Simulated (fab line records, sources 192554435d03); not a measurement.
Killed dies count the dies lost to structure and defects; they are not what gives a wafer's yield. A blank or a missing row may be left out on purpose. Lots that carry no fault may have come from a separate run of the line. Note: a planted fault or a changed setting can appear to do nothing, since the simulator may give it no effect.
Matching of chambers :: flow n5 finfet :: rie diel-01 running N5_BEOL_M4_ETCH_69: 4 sister chambers
The step etches SiARC in CF4, target depth 15.6 nm, time 26 s. 8 wafers are shown with their chamber, then 7 later ones without.

EACH WAFER AND ITS CHAMBER
wafer: L075.5
chamber: 3
showerhead plenum p Torr (Torr): 2.22
throttle valve pct (%): 15.68

wafer: L075.6
chamber: 2
showerhead plenum p Torr (Torr): 2.12
throttle valve pct (%): 15.35

wafer: L084.2
chamber: 3
showerhead plenum p Torr (Torr): 2.21
throttle valve pct (%): 15.69

wafer: L084.5
chamber: 1
showerhead plenum p Torr (Torr): 2.18
throttle valve pct (%): 15.15

wafer: L085.4
chamber: 2
showerhead plenum p Torr (Torr): 2.12
throttle valve pct (%): 15.41

wafer: L085.5
chamber: 0
showerhead plenum p Torr (Torr): 2.04
throttle valve pct (%): 15.75

wafer: L087.1
chamber: 1
showerhead plenum p Torr (Torr): 2.17
throttle valve pct (%): 15.17

wafer: L087.4
chamber: 0
showerhead plenum p Torr (Torr): 2.03
throttle valve pct (%): 15.75

WAFERS WITH NO CHAMBER GIVEN
wafer: L087.6
showerhead plenum p Torr (Torr): 2.17
throttle valve pct (%): 15.16

wafer: L092.2
showerhead plenum p Torr (Torr): 2.11
throttle valve pct (%): 15.40

wafer: L092.4
showerhead plenum p Torr (Torr): 2.21
throttle valve pct (%): 15.71

wafer: L092.5
showerhead plenum p Torr (Torr): 2.03
throttle valve pct (%): 15.76

wafer: L095.1
showerhead plenum p Torr (Torr): 2.17
throttle valve pct (%): 15.19

wafer: L095.3
showerhead plenum p Torr (Torr): 2.03
throttle valve pct (%): 15.78

wafer: L095.6
showerhead plenum p Torr (Torr): 2.21
throttle valve pct (%): 15.75

WHICH CHAMBER EACH WENT THROUGH
wafer: L087.6
from the rows above: 1
in truth: 1

wafer: L092.2
from the rows above: 2
in truth: 2

wafer: L092.4
from the rows above: 3
in truth: 3

wafer: L092.5
from the rows above: 0
in truth: 0

wafer: L095.1
from the rows above: 1
in truth: 1

wafer: L095.3
from the rows above: 0
in truth: 0

wafer: L095.6
from the rows above: 3
in truth: 3
7 of 7 placed correctly. Left unplaced by these rows: 0. Placed wrongly: 0.
How it was worked out, from the rows above alone: a wafer's distance from a chamber is the root of the sum, over the readings, of the square of ((its reading less the chamber's mean) divided by the reading's scatter). The wafer belongs to the nearest chamber; if the next one is less than 2 further off, it can't be placed. A chamber's mean is the mean of its shown wafers. The scatter is the square root of a quotient: the sum, over the shown wafers, of each reading's squared deviation from its chamber's mean, divided by wafers minus chambers.
